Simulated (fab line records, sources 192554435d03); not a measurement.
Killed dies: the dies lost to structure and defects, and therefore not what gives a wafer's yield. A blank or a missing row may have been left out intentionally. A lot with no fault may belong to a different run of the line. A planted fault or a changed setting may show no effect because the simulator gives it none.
Which tool did it?    flow n5 finfet    72 wafers from 24 lots sampled at 5 of the route's 1938 steps

## WHAT THE GAUGES READ, wafer by wafer
N5_BEOL_M8_CD_MEAS_18: pitch 80 nm, target cd 40 nm. Usual: cd nm reads 39.9 nm (standard deviation 0.77).
lot   measured      on         cd nm (nm)      flag
L074  day 9 15:54   cd sem-03  39.1 39.8 40.5  
L077  day 10 07:33  cd sem-01  38.4 39.1 38.7  
L075  day 10 10:17  cd sem-01  38.8 39.7 39.3  
L078  day 10 15:17  cd sem-01  40.8 39.1 40.0  
L076  day 10 16:05  cd sem-02  39.7 39.5 40.1  
L079  day 10 17:06  cd sem-01  40.6 41.8 40.6  
L081  day 12 04:04  cd sem-01  39.9 40.1 39.9  
L082  day 12 04:19  cd sem-03  38.9 38.8 39.0  
L083  day 12 08:16  cd sem-02  38.6 39.3 39.8  
L080  day 12 08:30  cd sem-02  39.8 40.2 40.1  
L084  day 12 10:51  cd sem-03  40.5 38.9 39.8  
L085  day 12 14:35  cd sem-02  41.0 40.3 41.2  
L086  day 13 01:23  cd sem-01  38.9 39.4 39.1  
L090  day 13 11:02  cd sem-03  40.1 39.3 39.2  
L087  day 14 05:25  cd sem-01  40.3 40.4 40.6  
L088  day 14 07:52  cd sem-01  39.0 38.3 39.0  
L089  day 14 11:46  cd sem-02  38.5 40.3 39.7  
L091  day 14 14:49  cd sem-03  39.7 40.7 40.0  
L092  day 15 10:20  cd sem-03  40.7 41.1 40.8  
L094  day 16 02:32  cd sem-01  39.9 41.6 40.5  
L097  day 16 07:50  cd sem-02  41.0 39.2 40.4  
L093  day 16 08:14  cd sem-01  38.8 39.7 39.8  
L096  day 16 15:37  cd sem-02  40.4 39.5 40.0  
L095  day 16 18:17  cd sem-03  40.1 39.2 41.1  

N5_BEOL_M8_THK_MEAS_53: measures by xrf. Usual: M8_THK typically reads 80.9 nm, with standard deviation 2.8.
lot   measured      on             M8_THK (nm)     flag
L074  day 9 19:22   film metro-02  79.5 82.1 81.5  
L077  day 10 11:32  film metro-01  79.3 81.9 81.9  
L075  day 10 15:23  film metro-01  82.0 80.9 78.7  
L078  day 10 21:33  film metro-02  78.1 77.5 79.9  
L076  day 10 21:47  film metro-02  79.8 81.1 83.5  
L079  day 10 21:05  film metro-01  84.7 81.4 79.6  
L081  day 12 08:04  film metro-01  82.3 81.7 80.1  
L082  day 12 08:08  film metro-02  75.9 77.4 79.9  
L083  day 12 12:41  film metro-01  80.3 76.9 83.0  
L080  day 12 13:04  film metro-01  84.0 80.3 82.4  
L084  day 12 14:40  film metro-01  84.0 83.4 81.7  
L085  day 12 19:11  film metro-01  80.9 75.5 77.1  
L086  day 13 07:16  film metro-02  82.1 80.0 82.5  
L090  day 13 19:10  film metro-01  76.4 80.5 77.9  
L087  day 14 09:45  film metro-01  81.5 83.9 85.3  
L088  day 14 11:59  film metro-01  80.1 81.3 76.4  
L089  day 14 17:10  film metro-02  83.2 84.8 79.1  
L091  day 14 19:02  film metro-01  82.2 82.9 83.7  
L092  day 15 18:16  film metro-02  81.4 77.7 80.0  
L094  day 16 07:24  film metro-02  83.7 83.4 80.9  
L097  day 16 14:19  film metro-02  81.4 83.1 86.1  
L093  day 16 14:38  film metro-01  81.9 80.9 79.0  
L096  day 16 20:10  film metro-01  80.5 75.7 78.1  
L095  day 17 00:18  film metro-02  83.0 80.9 81.1  

## TOOL THAT RAN EACH LOT (tool first, then ch and the chambers of the sampled wafers, then the start)
lot   N5_BEOL_M8_STRIP_36                 N5_BEOL_M8_CURE_75             N5_BEOL_M8_SURFACE_TREAT_79
L074  rie diel-04 ch 0,3, day 9 16:49     uv cure-01 ch 0, day 9 17:13   pvd sputter-03, day 9 18:14
L077  rie diel-04 ch 1,2, day 10 08:15    uv cure-01 ch 2, day 10 08:45  pvd sputter-01, day 10 09:38
L075  rie diel-04 ch 0,3, day 10 11:25    uv cure-03 ch 0, day 10 11:55  pvd sputter-03, day 10 14:12
L078  rie diel-01 ch 0,1,3, day 10 18:58  uv cure-01 ch 0, day 10 19:27  pvd sputter-03, day 10 20:16
L076  rie diel-04 ch 2,3, day 10 18:54    uv cure-02 ch 0, day 10 19:29  pvd sputter-03, day 10 20:18
L079  rie diel-04 ch 2,3, day 10 18:24    uv cure-03 ch 2, day 10 18:47  pvd sputter-03, day 10 19:44
L081  rie diel-03 ch 0,3, day 12 05:40    uv cure-01 ch 2, day 12 06:13  pvd sputter-01, day 12 06:59
L082  rie diel-01 ch 0,2,3, day 12 05:42  uv cure-03 ch 1, day 12 06:18  pvd sputter-01, day 12 07:02
L083  rie diel-01 ch 0,2,3, day 12 10:10  uv cure-01 ch 0, day 12 10:49  pvd sputter-02, day 12 11:41
L080  rie diel-03 ch 1,2,3, day 12 10:13  uv cure-02 ch 2, day 12 11:06  pvd sputter-02, day 12 11:50
L084  rie diel-03 ch 0,2,3, day 12 12:11  uv cure-02 ch 1, day 12 12:44  pvd sputter-02, day 12 13:41
L085  rie diel-01 ch 0,3, day 12 15:34    uv cure-01 ch 1, day 12 15:58  pvd sputter-02, day 12 18:11
L086  rie diel-04 ch 0,1,3, day 13 03:24  uv cure-01 ch 0, day 13 03:50  pvd sputter-02, day 13 06:02
L090  rie diel-01 ch 1,3, day 13 16:18    uv cure-03 ch 1, day 13 16:41  pvd sputter-01, day 13 17:59
L087  rie diel-03 ch 0,1,2, day 14 06:38  uv cure-03 ch 1, day 14 07:05  pvd sputter-03, day 14 08:22
L088  rie diel-01 ch 1,2,3, day 14 09:28  uv cure-02 ch 1, day 14 09:52  pvd sputter-01, day 14 10:49
L089  rie diel-03 ch 1,2,3, day 14 13:10  uv cure-02 ch 1, day 14 13:40  pvd sputter-03, day 14 15:09
L091  rie diel-03 ch 0,1,3, day 14 16:04  uv cure-01 ch 2, day 14 16:36  pvd sputter-02, day 14 17:31
L092  rie diel-01 ch 0,1,2, day 15 14:09  uv cure-01 ch 0, day 15 14:33  pvd sputter-01, day 15 15:47
L094  rie diel-01 ch 1,2,3, day 16 03:24  uv cure-03 ch 2, day 16 03:53  pvd sputter-01, day 16 06:12
L097  rie diel-01 ch 0,1, day 16 10:04    uv cure-02 ch 1, day 16 10:31  pvd sputter-03, day 16 13:13
L093  rie diel-04 ch 1,2,3, day 16 10:23  uv cure-01 ch 1, day 16 10:46  pvd sputter-02, day 16 13:34
L096  rie diel-04 ch 0,1,3, day 16 16:26  uv cure-02 ch 1, day 16 16:52  pvd sputter-03, day 16 17:55
L095  rie diel-01 ch 1,3, day 16 21:14    uv cure-02 ch 1, day 16 21:43  pvd sputter-02, day 16 22:52
- N5_BEOL_M8_STRIP_36: strips in N2/H2.
- N5_BEOL_M8_CURE_75: cures SiCOH lowk, time 120 s.
- N5_BEOL_M8_SURFACE_TREAT_79

## WHAT THE TOOLS THEMSELVES READ (means of the sampled wafers that have a number; where no wafer has one, the mark that the record gives instead)
N5_BEOL_M8_STRIP_36. Usual: drypump motor current A 5.48 A, standard deviation 0.27; oes product au 0.81 a.u., standard deviation 0.098; rf vpp V 59.1 V, standard deviation 1.5; showerhead plenum p Torr 2.54 Torr, standard deviation 0.094; throttle valve pct 23.5 %, standard deviation 0.34.
lot   tool         drypump motor current A (A)  oes product au (a.u.)  rf vpp V (V)  showerhead plenum p Torr (Torr)  throttle valve pct (%)  flag
L074  rie diel-04  5.42                         0.72                   59.9          2.52                             23.9                    
L077  rie diel-04  5.59                         0.87                   59.3          2.46                             23.1                    
L075  rie diel-04  5.42                         0.71                   57.5          2.52                             23.9                    
L078  rie diel-01  5.41                         0.73                   60.7          2.49                             23.4                    
L076  rie diel-04  5.30                         0.80                   58.4          2.51                             23.5                    
L079  rie diel-04  5.28                         0.79                   60.3          2.51                             23.5                    
L081  rie diel-03  5.70                         0.85                   59.3          2.58                             23.4                    
L082  rie diel-01  5.46                         0.74                   58.7          2.49                             23.5                    
L083  rie diel-01  5.45                         0.73                   57.8          2.49                             23.5                    
L080  rie diel-03  5.41                         0.87                   59.1          2.62                             23.8                    
L084  rie diel-03  5.41                         0.86                   59.7          2.62                             23.6                    
L085  rie diel-01  5.28                         0.77                   59.2          2.51                             23.3                    
L086  rie diel-04  5.56                         0.69                   58.1          2.48                             23.8                    
L090  rie diel-01  5.39                         0.86                   58.7          2.53                             23.1                    
L087  rie diel-03  5.54                         0.87                   58.6          2.62                             23.6                    
L088  rie diel-01  5.55                         0.82                   58.2          2.51                             23.3                    
L089  rie diel-03  5.40                         0.84                   59.7          2.61                             23.8                    
L091  rie diel-03  5.72                         0.84                   59.2          2.58                             23.6                    
L092  rie diel-01  5.58                         0.84                   58.7          2.56                             23.4                    
L094  rie diel-01  5.55                         0.80                   59.8          2.51                             23.3                    
L097  rie diel-01  5.54                         0.91                   59.8          2.66                             23.2                    
L093  rie diel-04  5.52                         0.83                   58.4          2.56                             23.4                    
L096  rie diel-04  5.57                         0.84                   57.7          2.57                             23.6                    
L095  rie diel-01  5.50                         0.85                   58.6          2.61                             23.1                    

N5_BEOL_M8_CURE_75. Usual: lamp power pct 52.31 %, standard deviation 0.058; wafer_temp_C_max 371.6, standard deviation 0.5.
lot   tool        lamp power pct (%)  wafer_temp_C_max  flag
L074  uv cure-01  52.35               372.2             
L077  uv cure-01  52.32               372.2             
L075  uv cure-03  52.34               371.0             
L078  uv cure-01  52.27               371.6             
L076  uv cure-02  52.34               371.4             
L079  uv cure-03  52.36               371.2             
L081  uv cure-01  52.26               372.2             
L082  uv cure-03  52.24               371.2             
L083  uv cure-01  52.26               372.2             
L080  uv cure-02  52.31               371.6             
L084  uv cure-02  52.33               371.7             
L085  uv cure-01  52.35               371.2             
L086  uv cure-01  52.33               371.5             
L090  uv cure-03  52.31               371.1             
L087  uv cure-03  52.34               371.3             
L088  uv cure-02  52.32               371.4             
L089  uv cure-02  52.30               371.4             
L091  uv cure-01  52.34               372.4             
L092  uv cure-01  52.28               372.0             
L094  uv cure-03  52.35               371.1             
L097  uv cure-02  52.26               371.2             
L093  uv cure-01  52.33               371.3             
L096  uv cure-02  52.25               371.4             
L095  uv cure-02  52.28               371.3             

## THE ANSWER, worked out from the rows above alone
Rule: a lot is off if the mean of its wafers that have a number lies more than 3 standard deviations from the usual mean. Also off: a lot with no number at a reading for which 4 or more lots have one. All remaining lots with rows at the step are treated as sound. After the gauges, taken in route order, come the tools' own readings; for these a lot's mean is taken, as printed above. At the first step where some lot is off, the reading lying furthest off is the one used; lots without a number count as furthest.
No lot is off on any of the readings shown, so nothing can be concluded from this.

## WHAT WAS PUT IN BY THE SIMULATOR
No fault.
